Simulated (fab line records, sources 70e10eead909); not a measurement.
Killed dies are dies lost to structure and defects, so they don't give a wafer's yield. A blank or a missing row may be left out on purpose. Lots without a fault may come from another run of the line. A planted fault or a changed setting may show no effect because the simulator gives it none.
fab line records | flow nand_harc
record lots=6 wafers=18 last_day=33
route steps=1302 shown A_WL_FILL@954 END@1302
lots that met no fault: from a run of the same line without faults
start_h: hours from the record's first day to the start of the lot's first wafer shown | wait_h: hours since the lot's step before | " the same as in the row above | L1.1+2: a row that stands for several wafers | - no value, or no start given | * or withheld: withheld | < > ~ a bound
route shown NAME@n: a module of which the file shows steps, and the number in the route of the first | usual: mean/standard deviation of fault-free wafers | same: alike in all rows | chamber/n: place in a boat | sites: the reading at each site | _std_site: their standard deviation | _edge_site: outer sites' mean less inner sites' | radius_mm: how far each site lies from the wafer's centre | mask NAME#n: copy n | behind: the tool/chamber that last shaped the wafer | hold: why the lot was held/for how many hours/how that ended | device: the transistor (n, p or np) that didn't switch | end of line: the same wafers' tests at the end of the route | a step without rows: its recipe alone | killed: dies lost to structure and defects at the first sort, not the wafer's yield | map: a wafer's dies, x killed, . not, _ none there
set.NAME: the setting as run; set.NAME@STEP: as run at that earlier step | model.NAME: the simulator's own value behind a step, which no gauge read
lots at some steps of the route; a table a step, a row a wafer
services: from which hour (start_h, from the record's first day; less than 0 if before it) a tool's chamber was out of use, for how many hours, and why
## steps
# step NHARC_A_WL_FILL_ALD_02
# recipe target_thk_a=20 pulse_time_s=3 ald_cycles=100 temp_c=450 material=TiN
# step NHARC_A_WL_FILL_CVD_03
# recipe target_thk_a=400 temp_c=300 pressure_torr=40 wf6_flow_sccm=40 h2_flow_sccm=1600 ar_flow_sccm=1560 time_s=279 material=W
# usual heater_power_w=485/26 throttle_valve_pct=7.87/0.29
# columns lot.wafer tool chamber start_h wait_h heater_power_w since_wet_clean_h throttle_valve_pct
L687.2 cvd_w-02 1 567.27 0.1 523 104 7.71
L687.4 " 0 " " 474 - 7.79
L687.5 " 1 " " 532 - 8.20
L684.2 cvd_w-01 1 568.75 0.1 461 5 8.22
L684.4 " 0 " " 471 - 7.80
L684.6 " 1 " " 455 - 7.80
L690.1 cvd_w-01 0 578.03 0.1 471 14 7.77
L690.2 " 1 " " 452 14 8.24
L690.6 " 0 " " 481 - 7.90
L697.2 cvd_w-01 1 621.17 0.1 465 58 8.22
L697.4 " 1 " " 457 - 8.18
L697.3 " 0 " " 487 - 7.95
L700.4 cvd_w-01 0 660.93 0.2 465 - 7.63
L700.5 " 1 " " 461 - 8.18
L700.6 " 0 " " 473 - 8.05
L702.2 cvd_w-01 1 696.99 0.1 449 133 8.48
L702.1 " 0 " " 471 133 8.18
L702.4 " 1 " " 447 - 8.15
# step NHARC_A_WL_FILL_ETCHBACK_04
# recipe target_depth_a=600 time_s=120 chemistry=NF3
# usual chamber_pressure_mTorr=300.00/0.28 drypump_motor_current_A=5.4/0.45 oes_product_au=0.997/0.0093
# columns lot.wafer tool chamber start_h wait_h chamber_pressure_mTorr drypump_motor_current_A oes_product_au rf_hours_counter_h
L687.2 rie_metal-01 0 567.63 0.3 299.39 5.0 1.004 2.5
L687.4 " 0 " " 299.87 5.0 0.993 -
L687.5 " 1 " " 299.86 5.5 1.017 -
L684.2 rie_metal-02 1 569.12 0.3 300.03 6.2 0.986 1.3
L684.4 " 0 " " 300.20 5.9 0.999 -
L684.6 " 0 " " 300.29 5.9 1.007 -
L690.1 rie_metal-02 1 578.40 0.3 299.54 6.2 0.996 1.5
L690.2 " 0 " " 301.05 5.9 1.006 1.5
L690.6 " 1 " " 299.95 6.2 0.996 -
L697.2 rie_metal-03 1 621.59 0.4 299.72 4.9 0.993 2.1
L697.3 " 0 " " 300.11 5.5 0.995 -
L697.4 " 1 " " 300.43 4.9 0.994 -
L700.4 rie_metal-03 0 661.25 0.3 300.20 5.4 1.003 -
L700.5 " 1 " " 300.07 4.9 1.004 -
L700.6 " 0 " " 299.86 5.4 0.999 -
L702.1 rie_metal-01 0 697.36 0.3 300.21 5.0 0.998 1.5
L702.2 " 1 " " 300.24 5.5 1.015 1.5
L702.4 " 1 " " 299.87 5.5 1.016 -
# step NHARC_A_WL_FILL_ETCHBACK_05
# recipe target_depth_a=220 time_s=60 temp_c=40 chemistry=Cl2/BCl3
# usual chamber_pressure_mTorr=10.000/0.0087 drypump_motor_current_A=5.4/0.45 oes_product_au=0.999/0.0099
# columns lot.wafer tool chamber start_h wait_h chamber_pressure_mTorr drypump_motor_current_A oes_product_au rf_hours_counter_h
L687.2 rie_metal-01 1 567.87 0.2 10.008 5.4 1.015 2.6
L687.4 " 1 " " 10.016 5.4 1.012 -
L687.5 " 1 " " 9.991 5.4 1.016 -
L684.2 rie_metal-02 1 569.38 0.2 9.991 6.2 0.986 1.4
L684.4 " 0 " " 10.000 5.9 0.995 -
L684.6 " 1 " " 9.996 6.2 0.980 -
L690.2 rie_metal-02 1 578.65 0.2 10.010 6.2 0.991 1.7
L690.1 " 0 " " 9.998 5.9 0.996 1.7
L690.6 " 0 " " 10.002 5.9 1.007 -
L697.2 rie_metal-03 1 621.81 0.2 9.997 4.9 0.984 2.2
L697.3 " 0 " " 10.005 5.4 0.996 -
L697.4 " 1 " " 10.003 4.9 0.988 -
L700.4 rie_metal-03 1 661.41 0.1 10.009 5.0 0.993 -
L700.5 " 1 " " 9.990 4.9 0.985 -
L700.6 " 0 " " 10.003 5.5 1.002 -
L702.2 rie_metal-01 1 697.60 0.2 10.011 5.5 1.012 1.7
L702.1 " 0 " " 9.990 5.0 1.005 1.7
L702.4 " 0 " " 10.003 5.0 1.000 -
# step NHARC_A_WL_FILL_STRIP_27
# recipe power_w=1500 temp_c=250 time_s=20 chemistry=N2/H2
# usual drypump_motor_current_A=5.91/0.27 heater_power_w=340/29
# columns lot.wafer tool chamber start_h wait_h drypump_motor_current_A heater_power_w rf_hours_counter_h
L687.2 plasma_asher-01 0 568.04 0.2 5.81 307 11
L687.4 " 1 " " 6.26 370 -
L687.5 " 0 " " 5.79 317 -
L684.2 plasma_asher-01 0 570.25 0.9 5.82 314 13
L684.4 " 0 " " 5.79 308 -
L684.6 " 1 " " 6.25 376 -
L690.2 plasma_asher-01 0 578.78 0.1 5.79 308 15
L690.1 " 1 " " 6.26 377 15
L690.6 " 1 " " 6.25 381 -
L697.2 plasma_asher-01 0 621.94 0.1 5.78 303 29
L697.4 " 0 " " 5.80 312 -
L697.3 " 1 " " 6.24 374 -
L700.4 plasma_asher-02 0 661.57 0.1 5.63 346 -
L700.6 " 0 " " 5.63 342 -
L700.5 " 1 " " 5.52 332 -
L702.2 plasma_asher-02 1 697.74 0.1 5.52 328 15
L702.1 " 0 " " 5.66 341 15
L702.4 " 0 " " 5.66 336 -
# step NHARC_A_WL_FILL_STRIP_28
# recipe time_s=1200 temp_c=72.5 chemistry=post_etch_residue_remover
# step NHARC_A_WL_FILL_PRECLEAN_06
# recipe time_s=300 chemistry=DIW
# step NHARC_A_WL_FILL_SRD_07
# step NHARC_A_WL_FILL_ANNEAL_08
# recipe temp_c=450 time_s=1800
# step NHARC_A_WL_FILL_ALD_10
# recipe target_thk_a=500 pulse_time_s=10 ald_cycles=500 temp_c=300 material=SiO2
# usual heater_power_w=496/51 precursor_pulse_height_rel=0.999/0.019
# columns lot.wafer tool chamber start_h wait_h heater_power_w precursor_pulse_height_rel since_wet_clean_h
L684.4 ald_hk-01 1 573.83 0.1 466 1.003 89
L684.2 " 3 574.89 1.1 515 1.015 90
L684.6 " 2 576.48 2.7 429 0.981 -
L687.2 ald_hk-02 2 574.34 0.6 495 0.993 33
L687.4 " 0 575.38 1.6 392 1.006 34
L687.5 " 1 " " 513 0.990 -
L690.1 ald_hk-03 3 584.69 0.6 578 1.007 5
L690.2 " 0 " " 542 0.994 6
L690.6 " 3 586.73 2.6 581 1.009 -
L697.3 ald_hk-03 3 627.92 1.0 583 0.999 48
L697.2 " 0 " " 541 1.018 49
L697.4 " 1 " " 509 0.989 49
L700.4 ald_hk-01 3 667.62 0.1 501 0.995 4
L700.5 " 3 669.64 2.1 501 1.015 -
L700.6 " 0 " " 441 1.014 -
L702.4 ald_hk-03 0 702.76 0.0 529 1.002 123
L702.2 " 1 " " 493 0.999 124
L702.1 " 3 704.31 1.6 575 1.013 125
# step NHARC_A_WL_FILL_ETCHBACK_16
# recipe target_depth_a=1200 time_s=24 c4f8_flow_sccm=withheld o2_flow_sccm=8 ar_flow_sccm=withheld rf_w=600 bias_w=800 chemistry=C4F8/O2/Ar
# usual bias_w=800.0/2.4 chamber_pressure_mTorr=25.004/0.022 oes_product_au=0.977/0.03 rf_vpp_V=723/4.2
# columns lot.wafer tool chamber start_h wait_h bias_w chamber_pressure_mTorr oes_product_au rf_hours_counter_h rf_vpp_V
L687.4 rie_diel-07 0 578.48 - 792.0 24.988 0.915 3.2 719
L687.2 " 2 " " 800.4 24.972 0.916 3.2 730
L687.5 " 1 " " 800.7 24.982 0.920 - 717
L684.2 rie_diel-13 1 578.57 - - - - - -
L684.4 " 2 " " - - - - -
L684.6 " 0 " " - - - - -
L690.2 rie_diel-07 0 588.80 - - - - - -
L690.1 " 2 " " - - - - -
L690.6 " 3 " " - - - - -
L697.2 rie_diel-07 3 632.02 - 799.0 24.980 0.968 4.3 725
L697.3 " 0 " " 804.0 25.031 0.974 4.1 718
L697.4 " 1 " " 801.0 24.986 0.975 4.2 718
L700.4 rie_diel-07 0 672.22 - 802.1 24.984 0.994 0.1 720
L700.6 " 2 " " 799.9 25.016 0.981 - 731
L700.5 " 3 " " 797.8 24.984 0.999 - 724
L702.4 rie_diel-13 3 707.41 - 799.7 25.018 0.990 0 721
L702.1 " 1 " " 799.3 25.011 1.013 0 729
L702.2 " 2 " " 797.4 24.990 1.010 0 722
# step NHARC_A_WL_FILL_STRIP_29
# recipe time_s=20 o2_flow_sccm=500 ar_flow_sccm=0 bias_w=0 chemistry=O2
# step NHARC_END_SORT_01
# recipe temp_c=25
# usual killed_at_array=54/18 killed_at_other=0.9/1.2 killed_at_periphery=4.4/2.9 killed_dies=59/18 killed_open=3.2/1.8 killed_short=2.6/1.8
# same gross_dies=677
# columns lot.wafer tool chamber start_h wait_h killed_at_array killed_at_other killed_at_periphery killed_dies killed_open killed_short
L684.2 prober-02 0 673.01 2.8 675 0 2 677 3 1
L684.4 prober-02 0 674.61 3.4 675 0 2 677 0 3
L684.6 prober-02 0 676.21 4.0 675 0 2 677 2 3
L690.1 prober-01 0 684.62 2.5 672 1 4 677 1 2
L690.2 prober-01 0 685.41 2.8 674 0 3 677 5 1
L690.6 prober-01 0 688.57 3.9 676 0 1 677 2 2
# killed by level:class
L684.2 A_WL_FILL:area_etchback=614 A_CHANNEL_HOLE_D1:chamber_film_flake=39 A_CHANNEL_HOLE_D2:chamber_film_flake=15 A_DECK1_JOINT:chamber_film_flake=2 A_CONTACT:chamber_film_flake=2 P_M0:geometric_particle:open=1 P_M1:geometric_particle:open=1 A_BLC:geometric_particle:open=1
L684.4 A_WL_FILL:area_etchback=631 A_CHANNEL_HOLE_D1:chamber_film_flake=22 A_CHANNEL_HOLE_D2:chamber_film_flake=16 A_M0:geometric_particle:short=2 A_DECK1_JOINT:geometric_particle:short=1 P_STI:chamber_film_flake=1 P_GATE:chamber_film_flake=1 A_DECK1_JOINT:chamber_film_flake=1
L684.6 A_WL_FILL:area_etchback=622 A_CHANNEL_HOLE_D1:chamber_film_flake=38 A_CHANNEL_HOLE_D2:chamber_film_flake=8 A_SLIT:chamber_film_flake=2 A_SOURCE_PLATE:geometric_particle:short=1 A_ONON_D2:geometric_particle:open=1 A_ONON_D2:geometric_particle:short=1 A_SGD_CUT:geometric_particle:open=1
L690.1 A_WL_FILL:area_etchback=613 A_CHANNEL_HOLE_D1:chamber_film_flake=28 A_CHANNEL_HOLE_D2:chamber_film_flake=19 A_CONTACT:chamber_film_flake=4 P_STI:chamber_film_flake=2 A_SGD_CUT:chamber_film_flake=2 A_SLIT:chamber_film_flake=2 A_BLC:chamber_film_flake=2
L690.2 A_WL_FILL:area_etchback=620 A_CHANNEL_HOLE_D1:chamber_film_flake=22 A_CHANNEL_HOLE_D2:chamber_film_flake=15 A_CONTACT:chamber_film_flake=7 A_SLIT:chamber_film_flake=2 A_BLC:chamber_film_flake=2 P_M1:geometric_particle:open=1 P_M2:geometric_particle:open=1
L690.6 A_WL_FILL:area_etchback=602 A_CHANNEL_HOLE_D1:chamber_film_flake=32 A_CHANNEL_HOLE_D2:chamber_film_flake=24 A_CONTACT:chamber_film_flake=9 A_WL_FILL:geometric_particle:short=2 A_ZERO_WELL:chamber_film_flake=2 A_SLIT:chamber_film_flake=2 P_M1:geometric_particle:open=1
# map L684.2 (x killed, . not)
____________x____________
_________xxxxxxx_________
_______xxxxxxxxxxx_______
______xxxxxxxxxxxxx______
_____xxxxxxxxxxxxxxx_____
____xxxxxxxxxxxxxxxxx____
____xxxxxxxxxxxxxxxxx____
___xxxxxxxxxxxxxxxxxxx___
___xxxxxxxxxxxxxxxxxxx___
__xxxxxxxxxxxxxxxxxxxxx__
__xxxxxxxxxxxxxxxxxxxxx__
_xxxxxxxxxxxxxxxxxxxxxxx_
_xxxxxxxxxxxxxxxxxxxxxxx_
_xxxxxxxxxxxxxxxxxxxxxxx_
_xxxxxxxxxxxxxxxxxxxxxxx_
_xxxxxxxxxxxxxxxxxxxxxxx_
xxxxxxxxxxxxxxxxxxxxxxxxx
xxxxxxxxxxxxxxxxxxxxxxxxx
xxxxxxxxxxxxxxxxxxxxxxxxx
xxxxxxxxxxxxxxxxxxxxxxxxx
xxxxxxxxxxxxxxxxxxxxxxxxx
_xxxxxxxxxxxxxxxxxxxxxxx_
_xxxxxxxxxxxxxxxxxxxxxxx_
_xxxxxxxxxxxxxxxxxxxxxxx_
_xxxxxxxxxxxxxxxxxxxxxxx_
_xxxxxxxxxxxxxxxxxxxxxxx_
__xxxxxxxxxxxxxxxxxxxxx__
__xxxxxxxxxxxxxxxxxxxxx__
___xxxxxxxxxxxxxxxxxxx___
___xxxxxxxxxxxxxxxxxxx___
____xxxxxxxxxxxxxxxxx____
____xxxxxxxxxxxxxxxxx____
_____xxxxxxxxxxxxxxx_____
______xxxxxxxxxxxxx______
_______xxxxxxxxxxx_______
_________xxxxxxx_________
____________x____________
# map L690.1 (x killed, . not)
____________x____________
_________xxxxxxx_________
_______xxxxxxxxxxx_______
______xxxxxxxxxxxxx______
_____xxxxxxxxxxxxxxx_____
____xxxxxxxxxxxxxxxxx____
____xxxxxxxxxxxxxxxxx____
___xxxxxxxxxxxxxxxxxxx___
___xxxxxxxxxxxxxxxxxxx___
__xxxxxxxxxxxxxxxxxxxxx__
__xxxxxxxxxxxxxxxxxxxxx__
_xxxxxxxxxxxxxxxxxxxxxxx_
_xxxxxxxxxxxxxxxxxxxxxxx_
_xxxxxxxxxxxxxxxxxxxxxxx_
_xxxxxxxxxxxxxxxxxxxxxxx_
_xxxxxxxxxxxxxxxxxxxxxxx_
xxxxxxxxxxxxxxxxxxxxxxxxx
xxxxxxxxxxxxxxxxxxxxxxxxx
xxxxxxxxxxxxxxxxxxxxxxxxx
xxxxxxxxxxxxxxxxxxxxxxxxx
xxxxxxxxxxxxxxxxxxxxxxxxx
_xxxxxxxxxxxxxxxxxxxxxxx_
_xxxxxxxxxxxxxxxxxxxxxxx_
_xxxxxxxxxxxxxxxxxxxxxxx_
_xxxxxxxxxxxxxxxxxxxxxxx_
_xxxxxxxxxxxxxxxxxxxxxxx_
__xxxxxxxxxxxxxxxxxxxxx__
__xxxxxxxxxxxxxxxxxxxxx__
___xxxxxxxxxxxxxxxxxxx___
___xxxxxxxxxxxxxxxxxxx___
____xxxxxxxxxxxxxxxxx____
____xxxxxxxxxxxxxxxxx____
_____xxxxxxxxxxxxxxx_____
______xxxxxxxxxxxxx______
_______xxxxxxxxxxx_______
_________xxxxxxx_________
____________x____________
## services
# columns tool chamber start_h hours kind
plasma_asher-02 - 547.96 59.8 repair
cvd_w-01 - 550.64 13.0 pm
cvd_w-01 0 550.64 13.0 vent_cycle
cvd_w-01 1 550.64 13.0 vent_cycle
rie_diel-07 0 557.99 7.8 repair
cvd_w-01 0 563.64 - clean
ald_hk-03 - 570.64 10.0 pm
rie_metal-01 - 575.00 9.0 pm
rie_diel-13 2 587.17 4.7 repair
cvd_w-02 1 590.24 4.5 repair
plasma_asher-02 - 607.80 9.0 pm
rie_diel-07 1 618.78 10.1 repair
rie_metal-01 0 626.91 3.8 repair
rie_metal-02 - 631.00 9.0 pm
cvd_w-02 - 631.07 13.0 pm
rie_diel-07 0 633.67 32.4 repair
ald_hk-03 - 637.84 0.5 repair
rie_diel-07 - 648.20 9.0 pm
ald_hk-01 - 655.03 10.0 pm
rie_metal-01 - 664.09 0.8 repair
plasma_asher-01 - 696.00 9.0 pm
rie_diel-13 - 696.00 9.0 pm
rie_metal-03 - 696.18 9.0 pm
rie_metal-03 - 705.18 0.6 repair
## key
first_sign step=NHARC_A_WL_FILL_ETCHBACK_16 reading=tool_record direction=missing
effect step=NHARC_END_SORT_01 reading=killed_at_array direction=up sigmas=34 usual=54 struck=674
more_kills_born_at NHARC_A_WL_FILL_ETCHBACK_16@rie_diel-13=1867 NHARC_A_WL_FILL_ETCHBACK_16@rie_diel-07=1835
met_at NHARC_A_WL_FILL_ETCHBACK_16
struck_wafers L684.2,L684.4,L684.6,L690.1,L690.2,L690.6
later_rows_left_out L684.2,L684.4,L684.6,L690.1,L690.2,L690.6
tester_left_out L684,L690
onset_between 578.48 578.57
fault kind=skipped_step_whole tool=rie_diel-07,rie_diel-13 chamber=- onset_h=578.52 steps=NHARC_A_WL_FILL_ETCHBACK_16 scope=struck_lots_only
# tester_left_out: of these lots the tester's yield and bins aren't shown, on N5 and GAA mostly nor the transistor test; their killed dies are dies lost to structure and defects alone, not to doping, threshold or leakage, so they don't give the yield
# later_rows_left_out: the simulator's readings of these wafers behind a module that went badly wrong aren't trusted and aren't shown, but for the sort
